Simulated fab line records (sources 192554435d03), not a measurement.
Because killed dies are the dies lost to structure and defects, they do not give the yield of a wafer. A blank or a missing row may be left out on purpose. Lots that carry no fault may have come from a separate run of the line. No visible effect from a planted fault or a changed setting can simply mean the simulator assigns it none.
Chamber matching ; flow n5 finfet ; N5_SD_EPI_P_SD_RECESS_17 on rie si-04 has 4 sister chambers
The step chemistry HBr/Cl2/O2, target depth 39.1 nm, bt time 3 s. 4 wafers are shown with their chamber, then 11 later ones without.

== EACH WAFER AND ITS CHAMBER ==
wafer;chamber;throttle valve pct (%)
L089.3;1;36.98
L090.2;3;37.26
L090.4;2;37.18
L091.1;0;36.90

== WAFERS WITH NO CHAMBER GIVEN ==
wafer;throttle valve pct (%)
L091.3;37.24
L091.6;36.90
L092.2;36.99
L092.4;37.25
L092.6;37.18
L095.1;37.17
L095.3;37.26
L095.5;37.26
L096.1;36.98
L096.2;36.88
L096.3;37.26

== WHICH CHAMBER EACH WENT THROUGH ==
wafer;from the rows above;in truth
L091.3;3;3
L091.6;0;0
L092.2;1;1
L092.4;3;3
L092.6;2;2
L095.1;2;2
L095.3;3;3
L095.5;3;3
L096.1;1;1
L096.2;0;0
L096.3;3;3
11 of 11 placed correctly. Number that these rows cannot place: 0. 0 placed wrongly.
How it was worked out, from the rows above alone: a wafer's distance from a chamber is the root of the sum, over the readings, of the square of ((its reading less the chamber's mean) divided by the reading's scatter). If the next closest chamber is less than 2 further off than the closest, the wafer can't be placed; otherwise it belongs to the closest. The mean given for a chamber averages the wafers shown for that chamber. The scatter: root of mean squared gap, hidden wafer to nearest shown wafer, with one shown wafer a chamber.
